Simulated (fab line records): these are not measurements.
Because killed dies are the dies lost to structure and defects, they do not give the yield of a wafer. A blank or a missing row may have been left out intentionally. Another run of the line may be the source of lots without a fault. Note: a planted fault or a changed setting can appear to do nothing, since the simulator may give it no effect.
fab line records | flow n5-finfet
record: lots: 11 | wafers: 33 | last-day: 18
route steps=1938 shown BEOL_M6@1194 PASSIVATION@1936
lots with no fault: from the same line, run without faults
start-h: start of the lot's first displayed wafer, in hours after the record's first day | wait-h: how many hours have passed since the lot's step before this one | " repeats the value in the row above | L1.1+2: several wafers, shown together as one row | - no value present, or no start provided | * or withheld: withheld | < > ~ a bound
route shown NAME@n: NAME is a module with steps in the file, n the number in the route of the first one | usual: mean/standard deviation of fault-free wafers | same: alike in all rows | chamber/n: place in a boat | sites: each site's reading | _std_site: standard deviation of those values | _edge_site: outer sites' mean less inner sites' | radius-mm: for every site, how far away it sits from the centre of the wafer | mask NAME#n: copy n | behind: the tool/chamber that last shaped the wafer | hold: reason for holding the lot/hours on hold/outcome of the hold | device: transistor that didn't switch, given as n, p or np | end of line: at the end of the route, the tests of the same wafers | where a step has no rows: the recipe by itself | killed: not the wafer's yield, but the dies lost to structure and defects at the first sort | map: dies across one wafer; x = killed, . = not, _ = none there
set.NAME: the setting that was run; set.NAME@STEP: the one run at that earlier step | model.NAME: the simulator's own value behind a step, which no gauge read
a sample of lots followed through the steps of the route, with each step as a table and each wafer as a row
services: the hour from which a tool's chamber was out of use, counted from the record's first day as start-h (under 0 if before that day), plus the number of hours and why
== steps ==
step: N5_BEOL_M6_ILD_DEP_00
recipe: material: SiCOH_lowk | target-thk-a: 1797.5 | temp-c: 300 | precursor: DEMS/porogen | pressure-torr: 5 | rf-w: 500 | time-s: 33.4
usual: chamber-pressure-Torr: 5.000/0.011 | heater-power-w: 305/45 | showerhead-plenum-p-Torr: 5.743/0.017 | throttle-valve-pct: 13.6/0.67
lot.wafer | tool     | chamber | start-h | wait-h | chamber-pressure-Torr | heater-power-w | showerhead-plenum-p-Torr | throttle-valve-pct
L243.2    | pecvd-04 | 1       | 186.24  | 0.0    | 5.008                 | 278            | 5.755                    | 14.9
L243.3    | "        | 0       | "       | "      | 4.997                 | 387            | 5.741                    | 13.0
L243.6    | "        | 2       | "       | "      | 5.021                 | 356            | 5.732                    | 13.2
L245.2    | pecvd-01 | 2       | 200.58  | 0.0    | 5.008                 | 349            | 5.715                    | 13.4
L245.3    | "        | 1       | "       | "      | 5.004                 | 283            | 5.744                    | 12.9
L245.5    | "        | 1       | "       | "      | 4.992                 | 281            | 5.742                    | 13.3
L244.1    | pecvd-01 | 2       | 200.80  | 0.0    | 4.992                 | 331            | 5.714                    | 13.1
L244.2    | "        | 0       | "       | "      | 4.992                 | 238            | 5.733                    | 13.5
L244.4    | "        | 0       | "       | "      | 5.010                 | 240            | 5.744                    | 13.6
L250.1    | pecvd-03 | 1       | 228.21  | 0.0    | 4.989                 | 283            | 5.761                    | 14.3
L250.2    | "        | 0       | "       | "      | 4.996                 | 309            | 5.738                    | 12.7
L250.3    | "        | 1       | "       | "      | 4.999                 | 285            | 5.764                    | 14.1
L251.3    | pecvd-03 | 2       | 234.32  | 0.0    | 4.974                 | 296            | 5.739                    | 12.9
L251.4    | "        | 0       | "       | "      | 5.018                 | 301            | 5.726                    | 12.9
L251.6    | "        | 1       | "       | "      | 5.012                 | 305            | 5.773                    | 14.2
L252.2    | pecvd-04 | 2       | 251.25  | 0.0    | 4.985                 | 318            | 5.742                    | 13.2
L252.3    | "        | 1       | "       | "      | 4.984                 | 303            | 5.756                    | 14.9
L252.5    | "        | 1       | "       | "      | 4.997                 | 303            | 5.763                    | 15.0
L255.2    | pecvd-03 | 1       | 258.93  | 0.1    | 5.024                 | 321            | 5.771                    | 14.4
L255.3    | "        | 0       | "       | "      | 5.006                 | 318            | 5.745                    | 12.7
L255.4    | "        | 1       | "       | "      | 5.004                 | 327            | 5.752                    | 14.4
L254.1    | pecvd-01 | 1       | 259.03  | 0.0    | 4.992                 | 320            | 5.743                    | 13.3
L254.2    | "        | 0       | "       | "      | 5.009                 | 207            | 5.728                    | 13.7
L254.5    | "        | 2       | "       | "      | 4.977                 | 343            | 5.706                    | 13.5
L256.2    | pecvd-01 | 0       | 283.68  | 0.0    | 5.010                 | 223            | 5.732                    | 13.8
L256.3    | "        | 1       | "       | "      | 4.996                 | 260            | 5.732                    | 13.2
L256.4    | "        | 1       | "       | "      | 5.004                 | 275            | 5.742                    | 13.2
L257.1    | pecvd-01 | 2       | 287.44  | 0.0    | 4.986                 | 314            | 5.711                    | 13.7
L257.4    | "        | 2       | "       | "      | 4.980                 | 326            | 5.711                    | 13.2
L257.6    | "        | 1       | "       | "      | 4.987                 | 286            | 5.735                    | 13.1
L265.3    | pecvd-04 | 0       | 324.81  | 0.0    | 4.994                 | 406            | 5.747                    | 13.2
L265.4    | "        | 0       | "       | "      | 5.000                 | 402            | 5.752                    | 13.3
L265.5    | "        | 2       | "       | "      | 5.003                 | 360            | 5.740                    | 13.6
step: N5_BEOL_M6_CURE_74
recipe: temp-c: 385 | time-s: 240 | ambient: He/Ar | material: SiCOH_lowk
usual: lamp-power-pct: 52.31/0.057 | wafer_temp_C_max: 387.0/0.57
lot.wafer | tool       | chamber | start-h | wait-h | lamp-power-pct | wafer_temp_C_max
L243.2    | uv-cure-02 | 2       | 186.38  | 0.1    | 52.39          | 386.3
L243.3    | "          | 2       | "       | "      | 52.31          | 386.5
L243.6    | "          | 2       | "       | "      | 52.35          | 386.2
L245.2    | uv-cure-03 | 2       | 200.73  | 0.1    | 52.35          | 386.8
L245.3    | "          | 2       | "       | "      | 52.28          | 387.2
L245.5    | "          | 2       | "       | "      | 52.26          | 387.0
L244.1    | uv-cure-01 | 2       | 201.08  | 0.3    | 52.32          | 387.6
L244.2    | "          | 2       | "       | "      | 52.40          | 387.9
L244.4    | "          | 2       | "       | "      | 52.31          | 388.7
L250.1    | uv-cure-03 | 1       | 228.30  | 0.1    | 52.36          | 387.0
L250.2    | "          | 1       | "       | "      | 52.27          | 387.0
L250.3    | "          | 1       | "       | "      | 52.41          | 387.3
L251.3    | uv-cure-03 | 0       | 235.30  | 1.0    | 52.29          | 386.4
L251.4    | "          | 0       | "       | "      | 52.25          | 387.1
L251.6    | "          | 0       | "       | "      | 52.30          | 387.2
L252.2    | uv-cure-03 | 1       | 251.59  | 0.3    | 52.40          | 386.9
L252.3    | "          | 1       | "       | "      | 52.32          | 387.7
L252.5    | "          | 1       | "       | "      | 52.40          | 386.8
L254.1    | uv-cure-01 | 0       | 259.09  | 0.0    | 52.20          | 386.9
L254.2    | "          | 0       | "       | "      | 52.30          | 387.2
L254.5    | "          | 0       | "       | "      | 52.45          | 386.6
L255.2    | uv-cure-03 | 1       | 259.10  | 0.1    | 52.28          | 386.7
L255.3    | "          | 1       | "       | "      | 52.29          | 387.3
L255.4    | "          | 1       | "       | "      | 52.24          | 388.1
L256.2    | uv-cure-01 | 2       | 283.82  | 0.1    | 52.36          | 387.2
L256.3    | "          | 2       | "       | "      | 52.32          | 387.7
L256.4    | "          | 2       | "       | "      | 52.38          | 388.1
L257.1    | uv-cure-01 | 1       | 287.51  | 0.0    | 52.41          | 386.4
L257.4    | "          | 1       | "       | "      | 52.29          | 387.1
L257.6    | "          | 1       | "       | "      | 52.33          | 387.2
L265.3    | uv-cure-03 | 1       | 325.03  | 0.2    | 52.29          | 386.9
L265.4    | "          | 1       | "       | "      | 52.29          | 386.9
L265.5    | "          | 1       | "       | "      | 52.32          | 387.3
step: N5_BEOL_M6_EXPOSE_25
recipe: mask-id: V5 | na: 0.33 | source-shape: annular | sigma-inner: 0.4 | sigma-outer: 0.8 | polarization: unpolarized | target-cd-nm: 40 | dose-mj: 45
usual: exposure-dose-mJ-cm2: 45.07/0.2
same: sigma-inner: 0.4
lot.wafer | tool           | chamber | start-h | wait-h | mask | exposure-dose-mJ-cm2
L243.2    | euv-scanner-01 | 0       | 189.68  | -      | V5#0 | 44.98
L243.3    | "              | 0       | "       | "      | V5#0 | 44.88
L243.6    | "              | 0       | "       | "      | V5#0 | 44.92
L245.2    | euv-scanner-01 | 0       | 209.15  | -      | V5#0 | 44.92
L245.3    | "              | 0       | "       | "      | V5#0 | 44.90
L245.5    | "              | 0       | "       | "      | V5#0 | 44.88
L244.1    | euv-scanner-01 | 0       | 210.92  | -      | V5#0 | 44.88
L244.2    | "              | 0       | "       | "      | V5#0 | 44.80
L244.4    | "              | 0       | "       | "      | V5#0 | 44.85
L250.1    | euv-scanner-01 | 0       | 233.27  | -      | V5#0 | 44.97
L250.2    | "              | 0       | "       | "      | V5#0 | 45.00
L250.3    | "              | 0       | "       | "      | V5#0 | 44.99
L251.3    | euv-scanner-02 | 0       | 239.10  | -      | V5#0 | 44.98
L251.4    | "              | 0       | "       | "      | V5#0 | 44.99
L251.6    | "              | 0       | "       | "      | V5#0 | 45.01
L252.2    | euv-scanner-02 | 0       | 254.55  | -      | V5#0 | 44.93
L252.3    | "              | 0       | "       | "      | V5#0 | 44.94
L252.5    | "              | 0       | "       | "      | V5#0 | 44.96
L255.2    | euv-scanner-02 | 0       | 263.34  | -      | V5#0 | 44.92
L255.3    | "              | 0       | "       | "      | V5#0 | 45.00
L255.4    | "              | 0       | "       | "      | V5#0 | 44.97
L254.1    | euv-scanner-02 | 0       | 263.42  | -      | V5#0 | 46.36
L254.2    | "              | 0       | "       | "      | V5#0 | 46.48
L254.5    | "              | 0       | "       | "      | V5#0 | 46.36
L256.2    | euv-scanner-02 | 0       | 288.21  | -      | V5#0 | 46.21
L256.3    | "              | 0       | "       | "      | V5#0 | 46.18
L256.4    | "              | 0       | "       | "      | V5#0 | 46.24
L257.1    | euv-scanner-02 | 0       | 291.51  | -      | V5#0 | 45.92
L257.4    | "              | 0       | "       | "      | V5#0 | 45.90
L257.6    | "              | 0       | "       | "      | V5#0 | 45.87
L265.3    | euv-scanner-01 | 0       | 329.17  | -      | V5#0 | 45.40
L265.4    | "              | 0       | "       | "      | V5#0 | 45.41
L265.5    | "              | 0       | "       | "      | V5#0 | 45.48
step: N5_BEOL_M6_CD_MEAS_28
recipe: target-cd-nm: 40 | landing-energy-ev: 500 | detector: se-inlens
usual: cd-nm: 39.99/0.23
lot.wafer | tool      | chamber | start-h | wait-h | cd-nm
L243.2    | cd-sem-03 | 0       | 189.81  | -      | 39.83
L243.3    | "         | 0       | "       | "      | 39.99
L243.6    | "         | 0       | "       | "      | 40.18
L245.2    | cd-sem-03 | 0       | 209.28  | -      | 39.80
L245.3    | "         | 0       | "       | "      | 40.05
L245.5    | "         | 0       | "       | "      | 39.71
L244.1    | cd-sem-02 | 0       | 211.05  | -      | 40.32
L244.2    | "         | 0       | "       | "      | 39.75
L244.4    | "         | 0       | "       | "      | 40.36
L250.1    | cd-sem-02 | 0       | 233.41  | -      | 39.88
L250.2    | "         | 0       | "       | "      | 40.13
L250.3    | "         | 0       | "       | "      | 39.84
L251.3    | cd-sem-01 | 0       | 239.22  | -      | 40.21
L251.4    | "         | 0       | "       | "      | 40.26
L251.6    | "         | 0       | "       | "      | 40.16
L252.2    | cd-sem-01 | 0       | 254.67  | -      | 40.33
L252.3    | "         | 0       | "       | "      | 39.81
L252.5    | "         | 0       | "       | "      | 39.80
L255.2    | cd-sem-02 | 0       | 263.47  | -      | 40.06
L255.3    | "         | 0       | "       | "      | 39.95
L255.4    | "         | 0       | "       | "      | 40.08
L254.1    | cd-sem-02 | 0       | 263.55  | -      | 40.89
L254.2    | "         | 0       | "       | "      | 41.22
L254.5    | "         | 0       | "       | "      | 40.99
L256.2    | cd-sem-01 | 0       | 288.34  | -      | 40.54
L256.3    | "         | 0       | "       | "      | 40.68
L256.4    | "         | 0       | "       | "      | 40.64
L257.1    | cd-sem-02 | 0       | 291.64  | -      | 40.12
L257.4    | "         | 0       | "       | "      | 40.38
L257.6    | "         | 0       | "       | "      | 40.67
L265.3    | cd-sem-01 | 0       | 329.29  | -      | 39.87
L265.4    | "         | 0       | "       | "      | 40.20
L265.5    | "         | 0       | "       | "      | 40.07
step: N5_BEOL_M6_INSPECT_30
recipe: mode: adi | inspect-instrument: brightfield
usual: raw-defect-count: 407/100
lot.wafer | tool              | chamber | start-h | wait-h | raw-defect-count
L243.2    | defect-inspect-01 | -       | 189.90  | 0.0    | 359
L243.3    | "                 | -       | "       | "      | 490
L243.6    | "                 | -       | "       | "      | 491
L245.2    | defect-inspect-01 | -       | 209.36  | 0.0    | 495
L245.3    | "                 | -       | "       | "      | 362
L245.5    | "                 | -       | "       | "      | 846
L244.1    | defect-inspect-01 | -       | 211.14  | 0.1    | 578
L244.2    | "                 | -       | "       | "      | 266
L244.4    | "                 | -       | "       | "      | 345
L250.1    | defect-inspect-02 | -       | 233.50  | 0.1    | 304
L250.2    | "                 | -       | "       | "      | 280
L250.3    | "                 | -       | "       | "      | 332
L251.3    | defect-inspect-02 | -       | 239.31  | 0.0    | 355
L251.4    | "                 | -       | "       | "      | 357
L251.6    | "                 | -       | "       | "      | 245
L252.2    | defect-inspect-01 | -       | 254.76  | 0.0    | 348
L252.3    | "                 | -       | "       | "      | 425
L252.5    | "                 | -       | "       | "      | 413
L255.2    | defect-inspect-02 | -       | 263.56  | 0.0    | 260
L255.3    | "                 | -       | "       | "      | 272
L255.4    | "                 | -       | "       | "      | 262
L254.1    | defect-inspect-02 | -       | 263.64  | 0.1    | 455
L254.2    | "                 | -       | "       | "      | 416
L254.5    | "                 | -       | "       | "      | 275
L256.2    | defect-inspect-02 | -       | 288.43  | 0.0    | 632
L256.3    | "                 | -       | "       | "      | 460
L256.4    | "                 | -       | "       | "      | 459
L257.1    | defect-inspect-01 | -       | 291.73  | 0.1    | 406
L257.4    | "                 | -       | "       | "      | 577
L257.6    | "                 | -       | "       | "      | 293
L265.3    | defect-inspect-02 | -       | 329.38  | 0.0    | 398
L265.4    | "                 | -       | "       | "      | 453
L265.5    | "                 | -       | "       | "      | 459
step: N5_PASSIVATION_PROBE_49
usual: defect-limited-yield: 91.6/1.4 | killed_at_M0_to_M3: 30/8.7 | killed_at_M4_up: 14/5.4 | killed-at-contacts: 11/6.4 | killed-at-front-end: 40/12 | killed-at-other: 3/3.1 | killed-dies: 99/17 | killed-open: 64/12 | killed-short: 33/8.1 | sort_bin_5_function: 4.9/0.88 | sort_bin_6_memory: 3.1/0.69 | sort-n-pass: 1081/17 | sort-yield-pct: 91.6/1.4
same: gross-dies: 1180 | killed-at-back-side: 0 | sort_bin_4_leakage[%]: 0 | sort_bin_8_speed[%]: 0
lot.wafer | tool      | chamber | start-h | wait-h | defect-limited-yield[%] | killed_at_M0_to_M3 | killed_at_M4_up | killed-at-contacts | killed-at-front-end | killed-at-other | killed-dies | killed-open | killed-short | sort_bin_5_function[%] | sort_bin_6_memory[%] | sort-n-pass | sort-yield-pct[%]
L251.3    | prober-01 | -       | 330.12  | 0.1    | 89.1                    | 44                 | 15              | 9                  | 56                  | 5               | 129         | 78          | 51           | 6.4                    | 4.0                  | 1051        | 89.1
L251.4    | prober-01 | -       | 330.17  | 0.2    | 90.3                    | 35                 | 19              | 10                 | 48                  | 2               | 114         | 82          | 31           | 6.0                    | 3.3                  | 1066        | 90.3
L251.6    | prober-01 | -       | 330.27  | 0.3    | 92.0                    | 22                 | 18              | 10                 | 41                  | 3               | 94          | 63          | 30           | 4.5                    | 3.1                  | 1086        | 92.0
killed by level:class
L251.3 BEOL_M0_SAQP:geometric-particle:short=19 BEOL_M0_SAQP:geometric-particle:open=14 FIN_SAQP:geometric-particle:short=10 GATE_CUT:geometric-particle:open=10 FIN_SAQP:geometric-particle:open=9 BEOL_M4:geometric-particle:open=9 GATE_CUT:geometric-particle:short=7 BEOL_M2:geometric-particle:open=7
L251.4 STI_FIN_REVEAL:geometric-particle:open=11 BEOL_M4:geometric-particle:open=11 BEOL_M0_SAQP:geometric-particle:open=9 MOL_CONTACT_COAG:geometric-particle:open=8 BEOL_M0_SAQP:geometric-particle:short=8 BEOL_M3:geometric-particle:open=8 GATE_CUT:geometric-particle:open=7 DUMMY_GATE:geometric-particle:open=5
L251.6 BEOL_M4:geometric-particle:open=14 FIN_SAQP:geometric-particle:open=13 FIN_SAQP:geometric-particle:short=8 BEOL_M0:geometric-particle:open=7 MOL_CONTACT_COAG:geometric-particle:open=6 BEOL_M0_SAQP:geometric-particle:short=6 MOL_CONTACT_COAG:geometric-particle:short=4 STARTING-WAFER:geometric-particle:open=4
== services ==
tool           | chamber | start-h | hours | kind
euv-scanner-02 | -       | 162.73  | 1.0   | pm
euv-scanner-01 | -       | 170.67  | 1.0   | pm
pecvd-03       | -       | 186.77  | 1.8   | repair
pecvd-04       | 0       | 187.80  | 5.3   | repair
euv-scanner-02 | -       | 218.88  | 1.0   | pm
uv-cure-03     | -       | 222.67  | 0.8   | repair
euv-scanner-01 | -       | 226.82  | 1.0   | pm
uv-cure-01     | -       | 227.54  | 7.5   | pm
uv-cure-01     | -       | 235.09  | 1.0   | pm
uv-cure-03     | -       | 247.18  | 4.3   | pm
pecvd-03       | 2       | 251.47  | 8.9   | repair
euv-scanner-01 | -       | 257.95  | 5.8   | pm
pecvd-04       | -       | 263.57  | 0.9   | repair
euv-scanner-02 | -       | 263.73  | 12.0  | pm
pecvd-03       | 2       | 265.86  | 7.6   | repair
euv-scanner-02 | -       | 275.73  | 1.0   | pm
pecvd-01       | 1       | 276.81  | 4.5   | repair
uv-cure-02     | -       | 279.48  | 6.0   | pm
pecvd-04       | -       | 280.69  | 0.6   | repair
euv-scanner-01 | -       | 282.97  | 1.0   | pm
euv-scanner-01 | -       | 304.58  | 4.6   | pm
pecvd-01       | -       | 310.67  | 2.8   | pm
euv-scanner-02 | -       | 323.52  | 4.6   | pm
pecvd-04       | 1       | 328.94  | 5.0   | repair
== key ==
first-sign: step: N5_BEOL_M6_EXPOSE_25 | reading: exposure-dose-mJ-cm2 | direction: up | sigmas: 5.5 | usual: 45.07 | struck: 46.17
effect: step: N5_BEOL_M6_CD_MEAS_28 | reading: cd-nm | direction: up | sigmas: 3 | usual: 39.99 | struck: 40.68 | through: control-loop
met-at N5_BEOL_M6_EXPOSE_25
struck-lots L254,L256,L257
loop-trim: step: N5_BEOL_M6_EXPOSE_25 | setting: dose | lots: L256,L257
not-acting-at N5_BEOL_M6_ILD_DEP_00,N5_BEOL_M6_CURE_74,N5_BEOL_M6_INSPECT_30
onset-between 263.34 263.42
fault: kind: process-parameter-drift | tool: euv-scanner-02 | chamber: - | onset-h: 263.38 | steps: N5_BEOL_M6_EXPOSE_25 | channel: dose-mj | offset: 1.4568 | shape: step | acts-in: these-recipes-only | stated: 45
loop-trim: a control loop set the setting to another value than it would have without faults
